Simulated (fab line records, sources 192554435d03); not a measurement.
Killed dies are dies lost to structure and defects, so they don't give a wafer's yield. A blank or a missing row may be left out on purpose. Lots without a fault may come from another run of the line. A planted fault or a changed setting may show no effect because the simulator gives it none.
Chamber matching | flow n5_finfet | N5_FIN_SAQP_SPACER1_ALD_24 on ald_sin-01: 4 sister chambers
The step deposits SiO2, target thk 20.3 nm, pulse time 1 s, purge time 2 s. 8 wafers are shown with their chamber, then 9 later ones without.

WAFERS WITH THEIR CHAMBER
wafer  | chamber | heater_power_w (W) | precursor_pulse_height_rel
L077.5 | 2       | 386                | 0.961
L081.6 | 1       | 560                | 0.996
L083.3 | 0       | 544                | 1.017
L083.5 | 0       | 540                | 0.947
L083.6 | 3       | 419                | 1.006
L085.3 | 3       | 428                | 0.984
L085.4 | 2       | 382                | 0.991
L085.6 | 1       | 566                | 1.008

WAFERS WITHOUT THEIR CHAMBER
wafer  | heater_power_w (W) | precursor_pulse_height_rel
L086.1 | 549                | 1.017
L086.3 | 403                | 0.980
L086.5 | 560                | 0.972
L087.2 | 561                | 0.997
L087.4 | 404                | 0.999
L087.5 | 406                | 0.958
L097.1 | 567                | 1.000
L097.3 | 534                | 1.026
L097.5 | 446                | 1.001

WHICH CHAMBER EACH WENT THROUGH
wafer  | from the rows above     | in truth
L086.1 | can't be placed: 0 or 1 | 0
L086.3 | can't be placed: 2 or 3 | 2
L086.5 | 1                       | 1
L087.2 | 1                       | 1
L087.4 | can't be placed: 3 or 2 | 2
L087.5 | can't be placed: 3 or 2 | 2
L097.1 | 1                       | 1
L097.3 | 0                       | 0
L097.5 | 3                       | 3
Placed correctly: 5 of 9. Can't be placed from these rows: 4 (the true chamber is among the candidates in 4). Placed wrongly: 0.
How it was worked out, from the rows above alone: a wafer's distance from a chamber is the root of the sum, over the readings, of the square of ((its reading less the chamber's mean) divided by the reading's scatter). The wafer belongs to the nearest chamber; if the next one is less than 2 further off, it can't be placed. A chamber's mean is the mean of its shown wafers. The scatter: the root of (the sum of the squares of (reading less its chamber's mean) over the shown wafers, divided by (wafers less chambers)).
